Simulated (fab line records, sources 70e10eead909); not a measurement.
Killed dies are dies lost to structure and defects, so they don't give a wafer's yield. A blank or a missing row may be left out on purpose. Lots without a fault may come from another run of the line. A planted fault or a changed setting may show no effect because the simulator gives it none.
A struck lot beside a sound one | flow nand_harc | 14 steps out of a route of 1302
Sound: wafers L565.1, L565.2, L565.5. Struck: wafers L562.2, L562.4, L562.6. The cause comes at the end.
At each step with rows: each side's tool, then ch and its chambers, then its first start. Under that, the readings that differ: sound wafers | struck wafers | difference of the means | sigmas: that difference in standard deviations of wafers without a fault.
alike: readings whose means differ by less than 2 such deviations, and words and numbers that are the same on both sides. not compared: withheld readings, readings that some wafer has no value for, bounds like >300 that may hide the same value, and numbers for which the record gives no deviation and whose values overlap.
The two part at a step that has a row with sigmas, a row that says differs or no value, or rows on one side only. Numbers that don't overlap but have no deviation are shown without sigmas and don't part them. A reading that every wafer of one side lacks parts them only if that side has two wafers or more.

NHARC_P_M2_DEGAS_29: time 60 s.
  sound on pvd_sputter-01, day 8 12:49; struck on pvd_sputter-03, day 7 04:22
  alike: heater_power_w
NHARC_P_M2_PRE_CLEAN_30: time 30 s.
  sound on pvd_sputter-01; struck on pvd_sputter-03
  alike: heater_power_w
then, 3 steps without rows for these wafers: NHARC_P_M2_PVD_20 (deposits TaN, target thk 5 nm, time 8.06 s); NHARC_P_M2_PVD_21 (deposits Cu, target thk 30 nm, time 20.49 s); NHARC_P_M2_ECD_22 (material Cu, target thk 400 nm).
NHARC_P_M2_ANNEAL_31: time 90 s.
  sound on rtp_anneal-01 ch 0, day 8 13:34; struck on rtp_anneal-02 ch 0, day 7 05:10
  alike: anneal_temp_c, wafer_temp_C_max
then, 1 step without rows for these wafers: NHARC_P_M2_CMP_23 (polishes, t overpolish 20 s, target thk 144.3 nm).
NHARC_P_M2_THK_MEAS_24: measures by xrf.
  sound on film_metro-02, day 8 14:13; struck on film_metro-01, day 7 05:46
  alike: thk_nm
then, 1 step without rows for these wafers: NHARC_P_M2_SRD_25.
NHARC_P_M2_INSPECT_27:
  sound on defect_inspect-01, day 8 14:24; struck on defect_inspect-02, day 7 05:56
  alike: raw_defect_count
NHARC_P_M2_PRE_CLEAN_32: time 12 s.
  sound on pecvd-03 ch 0,2, day 8 14:29; struck on pecvd-04 ch 0,2, day 7 06:01
  reading            | sound       | struck      | difference | sigmas
  heater_power_w (W) | 482 582 481 | 736 756 756 | +234       | +3
NHARC_P_M2_DEP_33: deposits SiCN, target thk 30 nm.
  sound on pecvd-03 ch 0,2, day 8 14:34; struck on pecvd-04 ch 0,2, day 7 06:07
  no value came back on the struck wafers for chamber_pressure_Torr (Torr), heater_power_outer_w (W), heater_power_w (W); on the sound wafers chamber_pressure_Torr (Torr) reads 2.993 2.991 3.008
NHARC_P_BONDPAD_DEP_00: deposits SiCN, target thk 250 nm.
  sound on pecvd-03 ch 0,1,2; struck on pecvd-02 ch 0,1, day 7 06:36
  alike: chamber_pressure_Torr, heater_power_outer_w, heater_power_w
NHARC_END_SORT_01:
  the record has rows for the sound wafers here (prober-02 ch 0, day 26 03:46) and none for the struck ones

WHERE THEY PART
First at NHARC_P_M2_PRE_CLEAN_32; last, within this record, at NHARC_END_SORT_01.

WHY: what the simulator had put in
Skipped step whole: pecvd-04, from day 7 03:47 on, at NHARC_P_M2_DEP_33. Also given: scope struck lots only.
